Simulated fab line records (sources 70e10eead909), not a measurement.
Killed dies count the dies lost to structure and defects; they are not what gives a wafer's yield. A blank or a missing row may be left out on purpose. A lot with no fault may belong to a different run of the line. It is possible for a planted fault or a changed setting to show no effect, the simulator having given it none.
What tool caused it? | flow nandHarc | 13 lots, 38 wafers sampled, at 6 steps of a route of 1302

== WHAT THE GAUGES READ, wafer by wafer ==
NHARC_P_M2_CD_MEAS_09: target cd 170 nm. Usual: cdNm reads 170.0 nm (standard deviation 0.79).
lot  | measured     | on       | cdNm (nm)         | flag
L230 | day 6 22:51  | cdSem-03 | 170.1 169.0 169.3 | 
L229 | day 6 23:32  | cdSem-01 | 171.3 171.0 170.6 | 
L231 | day 7 11:03  | cdSem-02 | 170.3 171.1 171.1 | 
L233 | day 8 09:05  | cdSem-01 | 178.2 170.9 170.8 | OFF
L234 | day 8 14:53  | cdSem-03 | 169.0 169.4 169.6 | 
L235 | day 8 22:53  | cdSem-03 | 178.9 170.9       | OFF
L241 | day 11 06:16 | cdSem-02 | 169.5 169.0 168.9 | 
L244 | day 12 10:47 | cdSem-03 | 170.0 170.4 170.4 | 
L246 | day 13 10:19 | cdSem-03 | 169.2 170.0 170.0 | 
L247 | day 13 20:25 | cdSem-03 | 171.1 170.5 170.2 | 
L248 | day 14 05:13 | cdSem-01 | 170.6 169.1 170.9 | 
L249 | day 15 00:01 | cdSem-02 | 170.6 170.9 170.3 | 
L250 | day 15 04:32 | cdSem-03 | 170.9 171.2 170.1 | 

NHARC_P_M2_INSPECT_11. Usual: rawDefectCount reads 4.9 (standard deviation 2.9).
lot  | measured     | on               | rawDefectCount | flag
L230 | day 6 22:58  | defectInspect-01 | 4 1 2          | 
L229 | day 6 23:39  | defectInspect-02 | 5 7 4          | 
L231 | day 7 11:10  | defectInspect-02 | 3 3 3          | 
L233 | day 8 09:13  | defectInspect-01 | 5 4 5          | 
L234 | day 8 15:01  | defectInspect-01 | 1 3 3          | 
L235 | day 8 23:01  | defectInspect-02 | 1 5            | 
L241 | day 11 06:24 | defectInspect-01 | 8 6 6          | 
L244 | day 12 10:54 | defectInspect-02 | 5 10 9         | 
L246 | day 13 10:26 | defectInspect-01 | 2 1 4          | 
L247 | day 13 20:32 | defectInspect-02 | 5 9 7          | 
L248 | day 14 05:21 | defectInspect-01 | 1 4 4          | 
L249 | day 15 00:08 | defectInspect-01 | 8 5 11         | 
L250 | day 15 04:40 | defectInspect-02 | 9 8 8          | 

NHARC_END_SORT_01. Usual: value, then standard deviation, for each; defectLimitedYield 90.6 % / 2.5; killedAtArray 59 / 17; killedAtOther 0.9 / 1.6; killedAtPeriphery 3.7 / 2.3; killedDies 64 / 17; killedOpen 3.3 / 1.8; killedShort 2.4 / 1.6.
lot  | measured     | on        | defectLimitedYield (%) | killedAtArray | killedAtOther | killedAtPeriphery | killedDies | killedOpen | killedShort | flag
L230 | day 25 13:22 | prober-02 | 93.2 94.2 92.5         | 43 36 49      | 0 0 0         | 3 3 2             | 46 39 51   | 4 3 3      | 1 1 1       | 
L229 | day 25 01:37 | prober-01 | 91.6 92.0 92.9         | 55 47 47      | 0 1 0         | 2 6 1             | 57 54 48   | 4 5 6      | 2 1 1       | 
L231 | day 25 21:01 | prober-01 | 93.4 92.6 93.9         | 43 47 40      | 0 0 0         | 2 3 1             | 45 50 41   | 3 2 0      | 1 5 3       | 
L233 | day 25 21:14 | prober-02 | 93.6 92.2 93.9         | 39 50 36      | 0 1 0         | 4 2 5             | 43 53 41   | 5 4 2      | 3 4 4       | 
L234 | day 26 05:04 | prober-02 | 93.2 90.7 93.8         | 43 59 39      | 0 0 0         | 3 4 3             | 46 63 42   | 5 4 4      | 4 1 3       | 
L235 | day 26 19:43 | prober-01 | 92.3 91.1              | 47 57         | 2 1           | 3 2               | 52 60      | 3 7        | 1 1         | 
L241 | day 30 04:32 | prober-02 | 88.9 91.3 87.9         | 71 55 78      | 0 0 0         | 4 4 4             | 75 59 82   | 2 2 2      | 2 3 3       | 
L244 | day 30 20:09 | prober-01 | 87.3 87.4 87.1         | 85 82 78      | 0 0 0         | 1 3 9             | 86 85 87   | 4 1 2      | 2 7 2       | 
L246 | day 31 10:04 | prober-02 | 87.9 88.3 88.5         | 81 75 76      | 0 0 0         | 1 4 2             | 82 79 78   | 1 7 2      | 1 3 4       | 
L247 | day 31 09:56 | prober-01 | 87.6 89.4 87.1         | 76 64 83      | 5 4 0         | 3 4 4             | 84 72 87   | 3 2 4      | 4 4 2       | 
L248 | day 32 03:02 | prober-01 | 93.5 94.4 93.8         | 42 34 39      | 0 0 0         | 2 4 3             | 44 38 42   | 4 2 5      | 2 4 3       | 
L249 | day 33 06:17 | prober-01 | 95.3 94.1 93.9         | 27 34 33      | 0 0 0         | 5 6 8             | 32 40 41   | 5 4 5      | 4 6 2       | 
L250 | day 32 20:30 | prober-01 | 87.6 89.1 86.7         | 80 66 83      | 1 0 0         | 3 8 7             | 84 74 90   | 7 6 6      | 5 2 6       | 

== WHICH TOOL RAN EACH LOT (tool, then ch and the chambers of the sampled wafers, then the start) ==
lot  | NHARC_P_M1_DEGAS_29         | NHARC_P_M2_PEB_07                | NHARC_P_M2_ETCH_15
L230 | pvdSputter-03, day 6 19:49  | lithoTrack-01 ch 0, day 6 22:46  | rieDiel-10 ch 0,1, day 25 13:22 or earlier
L229 | pvdSputter-02, day 6 20:29  | lithoTrack-06 ch 0, day 6 23:26  | rieDiel-05 ch 0,1, day 25 01:37 or earlier
L231 | pvdSputter-03, day 7 08:06  | lithoTrack-06 ch 0, day 7 10:58  | rieDiel-02 ch 0,1,2, day 25 21:01 or earlier
L233 | pvdSputter-02, day 8 05:09  | lithoTrack-06 ch 0, day 8 09:00  | rieDiel-10 ch 0,1,2, day 25 21:14 or earlier
L234 | pvdSputter-01, day 8 11:56  | lithoTrack-01 ch 0, day 8 14:48  | rieDiel-05 ch 0,1,3, day 26 05:04 or earlier
L235 | pvdSputter-01, day 8 19:56  | lithoTrack-06 ch 0, day 8 22:49  | rieDiel-05 ch 0,1, day 26 19:43 or earlier
L241 | pvdSputter-02, day 11 03:08 | lithoTrack-04 ch 0, day 11 06:11 | rieDiel-02 ch 1,2,3, day 30 04:32 or earlier
L244 | pvdSputter-01, day 12 07:43 | lithoTrack-04 ch 0, day 12 10:42 | rieDiel-02 ch 0,1,3, day 30 20:09 or earlier
L246 | pvdSputter-03, day 13 07:18 | lithoTrack-06 ch 0, day 13 10:14 | rieDiel-10 ch 1,2, day 31 10:04 or earlier
L247 | pvdSputter-03, day 13 17:35 | lithoTrack-06 ch 0, day 13 20:20 | rieDiel-10 ch 0,1, day 31 09:56 or earlier
L248 | pvdSputter-03, day 14 02:16 | lithoTrack-06 ch 0, day 14 05:09 | rieDiel-10 ch 0,1,2, day 32 03:02 or earlier
L249 | pvdSputter-02, day 14 21:13 | lithoTrack-06 ch 0, day 14 23:56 | rieDiel-10 ch 0,2,3, day 33 06:17 or earlier
L250 | pvdSputter-01, day 15 01:34 | lithoTrack-06 ch 0, day 15 04:28 | rieDiel-02 ch 0,1,2, day 32 20:30 or earlier
- NHARC_P_M1_DEGAS_29: time 60 s.
- NHARC_P_M2_PEB_07: peb time 65 s.
- NHARC_P_M2_ETCH_15: etches the open film in C4F8/Ar, target depth 182.5 nm, time 91.2 s.

== WHAT THE TOOLS THEMSELVES READ (means of the sampled wafers that have a number; where no wafer has one, the mark that the record gives instead) ==
NHARC_P_M1_DEGAS_29. Usual: heaterPowerW reads 339 W (standard deviation 47).
lot  | tool          | heaterPowerW (W) | flag
L230 | pvdSputter-03 | 357              | 
L229 | pvdSputter-02 | 339              | 
L231 | pvdSputter-03 | 361              | 
L233 | pvdSputter-02 | 296              | 
L234 | pvdSputter-01 | 323              | 
L235 | pvdSputter-01 | 342              | 
L241 | pvdSputter-02 | 273              | 
L244 | pvdSputter-01 | 331              | 
L246 | pvdSputter-03 | 334              | 
L247 | pvdSputter-03 | 303              | 
L248 | pvdSputter-03 | 320              | 
L249 | pvdSputter-02 | 310              | 
L250 | pvdSputter-01 | 341              | 

NHARC_P_M2_ETCH_15. Usual: oesProductAu 0.943 a.u., standard deviation 0.024; rfFwdPowerW 596.0 W, standard deviation 2.1; rfVppV 442.1 V, standard deviation 2.7.
lot  | tool       | oesProductAu (a.u.) | rfFwdPowerW (W) | rfVppV (V) | flag
L230 | rieDiel-10 | 0.986               | 596.6           | 442.5      | 
L229 | rieDiel-05 | 0.909               | 594.8           | 443.1      | 
L231 | rieDiel-02 | 0.934               | 596.6           | 440.4      | 
L233 | rieDiel-10 | 0.939               | 596.8           | 442.3      | 
L234 | rieDiel-05 | 0.927               | 595.4           | 443.7      | 
L235 | rieDiel-05 | 0.915               | 594.8           | 443.1      | 
L241 | rieDiel-02 | 0.922               | 596.3           | 440.6      | 
L244 | rieDiel-02 | 0.915               | 593.3           | 438.6      | 
L246 | rieDiel-10 | 0.961               | 595.9           | 442.3      | 
L247 | rieDiel-10 | 0.966               | 594.6           | 440.7      | 
L248 | rieDiel-10 | 0.964               | 596.1           | 442.8      | 
L249 | rieDiel-10 | 0.960               | 594.9           | 442.3      | 
L250 | rieDiel-02 | 0.914               | 596.9           | 440.0      | 

== THE ANSWER, worked out from the rows above alone ==
Rule: a lot counts as off when the mean over its wafers that have a number is more than 3 standard deviations away from the usual mean. A lot without any number at a reading at which 4 lots or more have one is off too. All remaining lots with rows at the step are treated as sound. First the gauges in route order, then the tools' own readings, where a lot's mean is used as printed above. The first step at which some lot is off is used, and at that step the reading that is off furthest; a lot without a number counts as furthest.
Off: L233, L235 (NHARC_P_M2_CD_MEAS_09, cdNm).
A tool fits if, at a process step before that reading, it ran every lot that is off, and no sound lot after the first of them. Gauges at NHARC_P_M2_CD_MEAS_09: tried the same way as those tools. No candidate that was tried fits.

== WHAT THE SIMULATOR HAD PUT IN ==
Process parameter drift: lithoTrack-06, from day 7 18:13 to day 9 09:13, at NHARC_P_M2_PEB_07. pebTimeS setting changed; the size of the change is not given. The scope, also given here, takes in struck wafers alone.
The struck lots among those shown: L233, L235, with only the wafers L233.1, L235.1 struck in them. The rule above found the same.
